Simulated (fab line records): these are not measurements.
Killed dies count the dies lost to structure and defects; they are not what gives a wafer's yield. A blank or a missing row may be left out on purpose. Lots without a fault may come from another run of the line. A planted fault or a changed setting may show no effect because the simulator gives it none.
The tool behind it: which one? | flow n5-finfet | Sampling: 22 lots, 66 wafers, 6 of 1938 route steps

WHAT THE GAUGES READ, wafer by wafer
The record lacks any reading of a measuring or inspecting step that a usual standard deviation could be used to judge.

WHICH TOOL RAN EACH LOT (tool, then ch and the chambers of the sampled wafers, then the start)
lot  | N5_HKMG_FIN_HK_ANNEAL_02        | N5_HKMG_FIN_ALD_75              | N5_HKMG_FIN_STRIP_57              | N5_HKMG_FIN_STRIP_93              | N5_HKMG_FIN_ETCH_35               | N5_GATE_CUT_SAC_CAP_01
L074 | rtp-anneal-01 ch 0, day 4 03:17 | ald-hk-02 ch 1,2, day 4 03:34   | rie-diel-03 ch 1,2, day 4 04:25   | rie-diel-03 ch 1,2, day 4 04:51   | rie-diel-05 ch 0,2, day 4 07:53   | ald-sin-02 ch 1,2, day 4 12:40
L076 | rtp-anneal-01 ch 0, day 4 10:50 | ald-hk-01 ch 2,3, day 4 11:05   | rie-diel-03 ch 0,2, day 4 11:51   | rie-diel-03 ch 0,2, day 4 12:18   | rie-diel-05 ch 0,2,3, day 4 15:16 | ald-sin-03 ch 0,1, day 4 21:16
L077 | rtp-anneal-01 ch 0, day 4 22:37 | ald-hk-03 ch 0,3, day 4 22:49   | rie-diel-03 ch 0,1,2, day 4 23:40 | rie-diel-03 ch 0,1,2, day 5 00:08 | rie-diel-04 ch 2,3, day 5 03:03   | ald-sin-02 ch 1,2,3, day 5 08:04
L079 | rtp-anneal-01 ch 0, day 5 10:10 | ald-hk-02 ch 0,1, day 5 10:26   | rie-diel-03 ch 0,1,3, day 5 11:31 | rie-diel-03 ch 0,1,3, day 5 11:58 | rie-diel-03 ch 0,2,3, day 5 14:57 | ald-sin-02 ch 0,1,3, day 5 19:49
L080 | rtp-anneal-01 ch 0, day 5 10:19 | ald-hk-03 ch 0,1,2, day 5 10:37 | rie-diel-05 ch 0,1,3, day 5 11:35 | rie-diel-05 ch 0,1,3, day 5 12:02 | rie-diel-03 ch 1,2,3, day 5 15:28 | ald-sin-03 ch 0,1,3, day 5 20:26
L081 | rtp-anneal-02 ch 0, day 5 17:25 | ald-hk-03 ch 0,3, day 5 17:38   | rie-diel-05 ch 0,1,2, day 5 18:38 | rie-diel-05 ch 0,1,2, day 5 19:05 | rie-diel-03 ch 2,3, day 5 22:14   | ald-sin-02 ch 0,1, day 6 03:12
L082 | rtp-anneal-01 ch 0, day 5 22:47 | ald-hk-02 ch 0,1,3, day 5 23:05 | rie-diel-04 ch 0,2, day 6 00:53   | rie-diel-04 ch 0,2, day 6 01:19   | rie-diel-04 ch 0,3, day 6 04:16   | ald-sin-02 ch 0,1,2, day 6 09:25
L083 | rtp-anneal-01 ch 0, day 6 06:02 | ald-hk-01 ch 0,2,3, day 6 06:20 | rie-diel-05 ch 0,1,3, day 6 07:10 | rie-diel-05 ch 0,1,3, day 6 07:37 | rie-diel-04 ch 0,3, day 6 10:40   | ald-sin-04 ch 1,2,3, day 6 15:28
L084 | rtp-anneal-02 ch 0, day 6 15:46 | ald-hk-03 ch 0,2,3, day 6 16:04 | rie-diel-04 ch 0,2,3, day 6 17:00 | rie-diel-04 ch 0,2,3, day 6 17:26 | rie-diel-03 ch 1,3, day 6 20:25   | ald-sin-02 ch 0,1,2, day 7 01:50
L085 | rtp-anneal-01 ch 0, day 6 17:22 | ald-hk-02 ch 0,2, day 6 17:38   | rie-diel-04 ch 0,2, day 6 18:29   | rie-diel-04 ch 0,2, day 6 18:55   | rie-diel-03 ch 1,3, day 6 21:56   | ald-sin-03 ch 0,2,3, day 7 03:18
L086 | rtp-anneal-01 ch 0, day 7 04:27 | ald-hk-02 ch 0,1,2, day 7 04:44 | rie-diel-05 ch 0,1,2, day 7 05:28 | rie-diel-05 ch 0,1,2, day 7 05:54 | rie-diel-05 ch 1,2,3, day 7 08:53 | ald-sin-04 ch 0,1,2, day 7 13:47
L087 | rtp-anneal-01 ch 0, day 7 04:58 | ald-hk-01 ch 0,1,3, day 7 05:15 | rie-diel-03 ch 1,3, day 7 05:58   | rie-diel-03 ch 1,3, day 7 06:25   | rie-diel-05 ch 1,2,3, day 7 09:23 | ald-sin-02 ch 0,1,3, day 7 14:23
L088 | rtp-anneal-02 ch 0, day 7 15:04 | ald-hk-02 ch 0,2,3, day 7 15:21 | rie-diel-04 ch 0,2,3, day 7 16:04 | rie-diel-04 ch 0,2,3, day 7 16:31 | rie-diel-05 ch 0,1,2, day 7 20:14 | ald-sin-03 ch 1,2,3, day 8 01:29
L089 | rtp-anneal-02 ch 0, day 7 23:19 | ald-hk-02 ch 0,1, day 7 23:37   | rie-diel-04 ch 0,3, day 8 00:27   | rie-diel-04 ch 0,3, day 8 00:54   | rie-diel-05 ch 1,2, day 8 03:59   | ald-sin-04 ch 1,3, day 8 08:50
L091 | rtp-anneal-02 ch 0, day 8 06:58 | ald-hk-03 ch 0,2,3, day 8 07:16 | rie-diel-05 ch 0,2,3, day 8 08:07 | rie-diel-05 ch 0,2,3, day 8 08:34 | rie-diel-05 ch 1,2,3, day 8 11:33 | ald-sin-02 ch 0,2,3, day 8 16:37
L090 | rtp-anneal-02 ch 0, day 8 12:02 | ald-hk-03 ch 0,1,2, day 8 12:19 | rie-diel-03 ch 0,2,3, day 8 13:10 | rie-diel-03 ch 0,2,3, day 8 13:36 | rie-diel-03 ch 0,1,2, day 8 16:56 | ald-sin-02 ch 0,2, day 8 22:05
L092 | rtp-anneal-01 ch 0, day 8 15:11 | ald-hk-02 ch 1,2, day 8 15:27   | rie-diel-05 ch 1,2, day 8 16:17   | rie-diel-05 ch 1,2, day 8 16:44   | rie-diel-03 ch 0,3, day 8 19:59   | ald-sin-04 ch 1,2, day 9 01:22
L093 | rtp-anneal-01 ch 0, day 8 17:59 | ald-hk-01 ch 1,2,3, day 8 18:17 | rie-diel-05 ch 0,1,2, day 8 18:59 | rie-diel-05 ch 0,1,2, day 8 19:26 | rie-diel-03 ch 0,2,3, day 8 22:32 | ald-sin-02 ch 1,2,3, day 9 03:37
L094 | rtp-anneal-01 ch 0, day 9 02:25 | ald-hk-01 ch 0,1,2, day 9 02:41 | rie-diel-05 ch 0,1,3, day 9 03:23 | rie-diel-05 ch 0,1,3, day 9 03:50 | rie-diel-05 ch 0,2,3, day 9 06:47 | ald-sin-03 ch 1,2,3, day 9 11:58
L095 | rtp-anneal-02 ch 0, day 9 05:24 | ald-hk-01 ch 0,1,2, day 9 05:41 | rie-diel-04 ch 0,1,3, day 9 06:37 | rie-diel-04 ch 0,1,3, day 9 07:04 | rie-diel-05 ch 0,1,3, day 9 10:10 | ald-sin-03 ch 0,1,2, day 9 15:07
L096 | rtp-anneal-02 ch 0, day 9 14:38 | ald-hk-01 ch 0,3, day 9 14:56   | rie-diel-04 ch 0,1, day 9 15:46   | rie-diel-04 ch 0,1, day 9 16:13   | rie-diel-03 ch 0,2, day 9 19:15   | ald-sin-04 ch 1,3, day 10 00:41
L097 | rtp-anneal-01 ch 0, day 9 17:40 | ald-hk-03 ch 0,1, day 9 17:58   | rie-diel-04 ch 1,3, day 9 18:49   | rie-diel-04 ch 1,3, day 9 19:15   | rie-diel-04 ch 0,1, day 9 22:28   | ald-sin-03 ch 0,1,3, day 10 03:14
- N5_HKMG_FIN_HK_ANNEAL_02: time 30 s.
- N5_HKMG_FIN_ALD_75: deposits Al2O3, target thk 1 nm, co reactant pulse time 1 s.
- N5_HKMG_FIN_STRIP_57: strips in CF4.
- N5_HKMG_FIN_STRIP_93: strips SOC in N2/H2, time 20 s.
- N5_HKMG_FIN_ETCH_35: etches SOC in N2/H2, target depth 215.8 nm, time 243.4 s.
- N5_GATE_CUT_SAC_CAP_01: material SiNx, target thk 24 nm, pulse time 1 s, ald cycles 480.

AS READ BY THE TOOLS THEMSELVES (means over the sampled wafers that have a number; for cases with no such wafer, the mark the record gives instead)
N5_HKMG_FIN_HK_ANNEAL_02. Usual: lamp-power-pct 8.79 %, standard deviation 0.052; lamp_zone_4_pct 8.795 %, standard deviation 0.0093; wafer_temp_C_max 702.9, standard deviation 0.67.
lot  | tool          | lamp-power-pct (%) | lamp_zone_4_pct (%) | wafer_temp_C_max | flag
L074 | rtp-anneal-01 | 8.80               | 8.790               | 703.1            |
L076 | rtp-anneal-01 | 8.80               | 8.796               | 702.6            |
L077 | rtp-anneal-01 | 8.82               | 8.790               | 703.2            |
L079 | rtp-anneal-01 | 8.80               | 8.791               | 703.0            |
L080 | rtp-anneal-01 | 8.83               | 8.791               | 702.9            |
L081 | rtp-anneal-02 | 8.76               | 8.793               | 703.4            |
L082 | rtp-anneal-01 | 8.81               | 8.789               | 703.7            |
L083 | rtp-anneal-01 | 8.81               | 8.798               | 702.7            |
L084 | rtp-anneal-02 | 8.79               | 8.794               | 702.4            |
L085 | rtp-anneal-01 | 8.81               | 8.796               | 702.9            |
L086 | rtp-anneal-01 | 8.81               | 8.790               | 702.4            |
L087 | rtp-anneal-01 | 8.81               | 8.783               | 703.0            |
L088 | rtp-anneal-02 | 8.76               | 8.797               | 703.4            |
L089 | rtp-anneal-02 | 8.79               | 8.800               | 702.6            |
L091 | rtp-anneal-02 | 8.80               | 8.793               | 702.7            |
L090 | rtp-anneal-02 | 8.74               | 8.795               | 702.8            |
L092 | rtp-anneal-01 | 8.85               | 8.789               | 702.2            |
L093 | rtp-anneal-01 | 8.79               | 8.796               | 702.6            |
L094 | rtp-anneal-01 | 8.84               | 8.797               | 702.8            |
L095 | rtp-anneal-02 | 8.79               | 8.796               | 703.4            |
L096 | rtp-anneal-02 | 8.75               | 8.801               | 703.2            |
L097 | rtp-anneal-01 | 8.76               | 8.801               | 703.1            |

N5_HKMG_FIN_ALD_75. Usual: heater-power-w 153 W, standard deviation 17; precursor-pulse-height-rel 0.999, standard deviation 0.02.
lot  | tool      | heater-power-w (W) | precursor-pulse-height-rel | flag
L074 | ald-hk-02 | 169                | 0.986                      |
L076 | ald-hk-01 | 168                | 0.996                      |
L077 | ald-hk-03 | 149                | 1.006                      |
L079 | ald-hk-02 | 145                | 1.009                      |
L080 | ald-hk-03 | 148                | 1.013                      |
L081 | ald-hk-03 | 151                | 1.000                      |
L082 | ald-hk-02 | 151                | 0.993                      |
L083 | ald-hk-01 | 168                | 1.001                      |
L084 | ald-hk-03 | 141                | 0.989                      |
L085 | ald-hk-02 | 142                | 1.019                      |
L086 | ald-hk-02 | 156                | 0.984                      |
L087 | ald-hk-01 | 159                | 0.983                      |
L088 | ald-hk-02 | 146                | 0.981                      |
L089 | ald-hk-02 | 161                | 1.000                      |
L091 | ald-hk-03 | 144                | 0.995                      |
L090 | ald-hk-03 | 149                | 1.008                      |
L092 | ald-hk-02 | 165                | 1.007                      |
L093 | ald-hk-01 | 159                | 0.975                      |
L094 | ald-hk-01 | 163                | 1.015                      |
L095 | ald-hk-01 | 164                | 0.997                      |
L096 | ald-hk-01 | 169                | 0.999                      |
L097 | ald-hk-03 | 152                | 1.002                      |

N5_HKMG_FIN_STRIP_57. Usual: drypump-motor-current-A 5.7 A, standard deviation 0.61; oes-product-au 0.80 a.u., standard deviation 0.074; power-w 300.0 W, standard deviation 0.89; rf-vpp-V 271.1 V, standard deviation 1.4; showerhead-plenum-p-Torr 1.80 Torr, standard deviation 0.054; throttle-valve-pct 13.58 %, standard deviation 0.28.
lot  | tool        | drypump-motor-current-A (A) | oes-product-au (a.u.) | power-w (W) | rf-vpp-V (V) | showerhead-plenum-p-Torr (Torr) | throttle-valve-pct (%) | flag
L074 | rie-diel-03 | 4.8                         | 0.90                  | 300.3       | 271.1        | 1.75                            | 13.42                  |
L076 | rie-diel-03 | 5.3                         | 0.82                  | 300.2       | 270.5        | 1.74                            | 13.53                  |
L077 | rie-diel-03 | 5.2                         | 0.81                  | 299.9       | 269.1        | 1.73                            | 13.59                  |
L079 | rie-diel-03 | 5.2                         | 0.83                  | 300.9       | 270.1        | 1.74                            | 13.55                  |
L080 | rie-diel-05 | 5.4                         | 0.83                  | 300.1       | 272.3        | 1.83                            | 13.50                  |
L081 | rie-diel-05 | 5.7                         | 0.84                  | 299.6       | 271.4        | 1.85                            | 13.46                  |
L082 | rie-diel-04 | 5.8                         | 0.73                  | 299.5       | 269.7        | 1.77                            | 13.85                  |
L083 | rie-diel-05 | 5.4                         | 0.83                  | 299.0       | 271.4        | 1.82                            | 13.52                  |
L084 | rie-diel-04 | 5.8                         | 0.73                  | 301.5       | 270.4        | 1.79                            | 13.86                  |
L085 | rie-diel-04 | 5.8                         | 0.71                  | 299.1       | 270.1        | 1.77                            | 13.88                  |
L086 | rie-diel-05 | 5.7                         | 0.82                  | 299.6       | 272.2        | 1.84                            | 13.50                  |
L087 | rie-diel-03 | 5.0                         | 0.87                  | 300.2       | 269.9        | 1.76                            | 13.37                  |
L088 | rie-diel-04 | 5.8                         | 0.72                  | 299.6       | 270.6        | 1.79                            | 13.86                  |
L089 | rie-diel-04 | 6.2                         | 0.74                  | 299.6       | 272.5        | 1.84                            | 13.88                  |
L091 | rie-diel-05 | 5.8                         | 0.84                  | 299.5       | 271.0        | 1.81                            | 13.36                  |
L090 | rie-diel-03 | 5.3                         | 0.88                  | 300.0       | 271.8        | 1.80                            | 13.38                  |
L092 | rie-diel-05 | 6.2                         | 0.79                  | 299.5       | 271.5        | 1.83                            | 13.51                  |
L093 | rie-diel-05 | 5.7                         | 0.80                  | 300.4       | 271.7        | 1.84                            | 13.53                  |
L094 | rie-diel-05 | 5.4                         | 0.80                  | 299.7       | 271.1        | 1.82                            | 13.56                  |
L095 | rie-diel-04 | 6.2                         | 0.78                  | 299.8       | 271.6        | 1.82                            | 13.64                  |
L096 | rie-diel-04 | 6.2                         | 0.77                  | 298.5       | 271.0        | 1.79                            | 13.66                  |
L097 | rie-diel-04 | 6.3                         | 0.83                  | 299.4       | 271.8        | 1.84                            | 13.36                  |

N5_HKMG_FIN_STRIP_93. Usual: drypump-motor-current-A 5.7 A, standard deviation 0.61; oes-product-au 0.82 a.u., standard deviation 0.085; power-w 499.9 W, standard deviation 1.6; rf-vpp-V 54.2 V, standard deviation 0.82; showerhead-plenum-p-Torr 3.36 Torr, standard deviation 0.1; throttle-valve-pct 19.1 %, standard deviation 0.41.
lot  | tool        | drypump-motor-current-A (A) | oes-product-au (a.u.) | power-w (W) | rf-vpp-V (V) | showerhead-plenum-p-Torr (Torr) | throttle-valve-pct (%) | flag
L074 | rie-diel-03 | 4.8                         | 0.92                  | 501.6       | 54.9         | 3.31                            | 19.6                   |
L076 | rie-diel-03 | 5.3                         | 0.84                  | 497.5       | 54.0         | 3.28                            | 19.3                   |
L077 | rie-diel-03 | 5.2                         | 0.82                  | 500.6       | 54.2         | 3.27                            | 19.5                   |
L079 | rie-diel-03 | 5.2                         | 0.85                  | 500.7       | 53.5         | 3.25                            | 19.3                   |
L080 | rie-diel-05 | 5.4                         | 0.86                  | 500.3       | 53.8         | 3.41                            | 19.1                   |
L081 | rie-diel-05 | 5.7                         | 0.86                  | 500.2       | 54.2         | 3.45                            | 19.0                   |
L082 | rie-diel-04 | 5.8                         | 0.73                  | 499.1       | 54.3         | 3.28                            | 19.1                   |
L083 | rie-diel-05 | 5.4                         | 0.85                  | 499.3       | 54.3         | 3.41                            | 19.1                   |
L084 | rie-diel-04 | 5.8                         | 0.73                  | 499.3       | 53.8         | 3.33                            | 19.1                   |
L085 | rie-diel-04 | 5.8                         | 0.72                  | 501.1       | 53.8         | 3.28                            | 19.2                   |
L086 | rie-diel-05 | 5.7                         | 0.83                  | 500.4       | 54.8         | 3.45                            | 19.1                   |
L087 | rie-diel-03 | 5.0                         | 0.87                  | 499.3       | 53.9         | 3.28                            | 19.1                   |
L088 | rie-diel-04 | 5.8                         | 0.72                  | 500.1       | 54.0         | 3.33                            | 19.1                   |
L089 | rie-diel-04 | 6.2                         | 0.75                  | 501.0       | 54.8         | 3.43                            | 19.3                   |
L091 | rie-diel-05 | 5.8                         | 0.86                  | 499.9       | 55.5         | 3.37                            | 18.9                   |
L090 | rie-diel-03 | 5.3                         | 0.90                  | 500.5       | 53.6         | 3.38                            | 19.0                   |
L092 | rie-diel-05 | 6.2                         | 0.82                  | 500.4       | 54.5         | 3.43                            | 18.9                   |
L093 | rie-diel-05 | 5.7                         | 0.82                  | 499.9       | 54.5         | 3.44                            | 19.1                   |
L094 | rie-diel-05 | 5.4                         | 0.81                  | 498.3       | 53.9         | 3.39                            | 19.1                   |
L095 | rie-diel-04 | 6.2                         | 0.79                  | 499.4       | 53.7         | 3.42                            | 19.0                   |
L096 | rie-diel-04 | 6.2                         | 0.78                  | 498.8       | 53.3         | 3.36                            | 19.1                   |
L097 | rie-diel-04 | 6.2                         | 0.84                  | 501.6       | 54.8         | 3.45                            | 18.6                   |

N5_HKMG_FIN_ETCH_35. Usual: drypump-motor-current-A 5.5 A, standard deviation 0.6; oes-product-au 0.84 a.u., standard deviation 0.078; rf-vpp-V 141.5 V, standard deviation 0.96; showerhead-plenum-p-Torr 2.54 Torr, standard deviation 0.08; throttle-valve-pct 17.85 %, standard deviation 0.25.
lot  | tool        | drypump-motor-current-A (A) | oes-product-au (a.u.) | rf-vpp-V (V) | showerhead-plenum-p-Torr (Torr) | throttle-valve-pct (%) | flag
L074 | rie-diel-05 | 5.6                         | 0.94                  | 141.6        | 2.61                            | 17.64                  |
L076 | rie-diel-05 | 5.8                         | 0.92                  | 141.7        | 2.57                            | 17.61                  |
L077 | rie-diel-04 | 5.8                         | 0.75                  | 142.3        | 2.57                            | 17.92                  |
L079 | rie-diel-03 | 5.3                         | 0.85                  | 140.9        | 2.47                            | 17.89                  |
L080 | rie-diel-03 | 5.0                         | 0.91                  | 141.0        | 2.50                            | 17.86                  |
L081 | rie-diel-03 | 5.1                         | 0.91                  | 141.1        | 2.49                            | 17.82                  |
L082 | rie-diel-04 | 6.2                         | 0.76                  | 143.0        | 2.61                            | 18.07                  |
L083 | rie-diel-04 | 6.2                         | 0.75                  | 141.9        | 2.61                            | 18.08                  |
L084 | rie-diel-03 | 5.0                         | 0.89                  | 141.2        | 2.48                            | 17.71                  |
L085 | rie-diel-03 | 4.8                         | 0.89                  | 140.8        | 2.49                            | 17.92                  |
L086 | rie-diel-05 | 5.9                         | 0.82                  | 142.0        | 2.57                            | 17.76                  |
L087 | rie-diel-05 | 5.9                         | 0.83                  | 141.0        | 2.57                            | 17.77                  |
L088 | rie-diel-05 | 5.7                         | 0.83                  | 142.0        | 2.61                            | 17.83                  |
L089 | rie-diel-05 | 6.2                         | 0.82                  | 142.6        | 2.61                            | 17.80                  |
L091 | rie-diel-05 | 5.9                         | 0.82                  | 141.4        | 2.57                            | 17.79                  |
L090 | rie-diel-03 | 5.2                         | 0.89                  | 141.6        | 2.56                            | 17.98                  |
L092 | rie-diel-03 | 5.3                         | 0.91                  | 142.1        | 2.55                            | 17.60                  |
L093 | rie-diel-03 | 5.3                         | 0.89                  | 141.7        | 2.56                            | 17.78                  |
L094 | rie-diel-05 | 5.8                         | 0.85                  | 141.0        | 2.55                            | 17.68                  |
L095 | rie-diel-05 | 5.4                         | 0.81                  | 141.9        | 2.57                            | 17.84                  |
L096 | rie-diel-03 | 5.5                         | 0.90                  | 141.6        | 2.64                            | 17.86                  |
L097 | rie-diel-04 | 6.2                         | 0.77                  | 141.7        | 2.54                            | 17.93                  |

N5_GATE_CUT_SAC_CAP_01. Usual: heater-power-w 861 W, standard deviation 91; precursor-pulse-height-rel 0.998, standard deviation 0.019.
lot  | tool       | heater-power-w (W) | precursor-pulse-height-rel | flag
L074 | ald-sin-02 | 982                | 0.982                      |
L076 | ald-sin-03 | 799                | 0.989                      |
L077 | ald-sin-02 | 954                | 1.004                      |
L079 | ald-sin-02 | 871                | 1.000                      |
L080 | ald-sin-03 | 837                | 1.003                      |
L081 | ald-sin-02 | 850                | 1.009                      |
L082 | ald-sin-02 | 910                | 1.009                      |
L083 | ald-sin-04 | 816                | 0.981                      |
L084 | ald-sin-02 | 914                | 0.987                      |
L085 | ald-sin-03 | 847                | 1.007                      |
L086 | ald-sin-04 | 770                | 0.991                      |
L087 | ald-sin-02 | 880                | 1.001                      |
L088 | ald-sin-03 | 848                | 0.986                      |
L089 | ald-sin-04 | 813                | 0.988                      |
L091 | ald-sin-02 | 879                | 0.993                      |
L090 | ald-sin-02 | 915                | 1.001                      |
L092 | ald-sin-04 | 772                | 1.003                      |
L093 | ald-sin-02 | 971                | 0.988                      |
L094 | ald-sin-03 | 843                | 0.995                      |
L095 | ald-sin-03 | 802                | 1.013                      |
L096 | ald-sin-04 | 887                | 1.018                      |
L097 | ald-sin-03 | 835                | 1.001                      |

THE ANSWER, worked out from the rows above alone
Rule: a lot is off if the mean of its wafers that have a number lies more than 3 standard deviations from the usual mean. A lot without any number at a reading at which 4 lots or more have one is off too. Where the step has rows for the other lots, those lots are counted as sound. The gauges are gone through in route order, then the tools' own readings, and for those a lot's mean is taken as printed above. At the first step where some lot is off, the reading lying furthest off is the one used; lots without a number count as furthest.
No lot is off on any of the readings shown, so nothing can be concluded from this.

WHAT THE SIMULATOR HAD INSERTED
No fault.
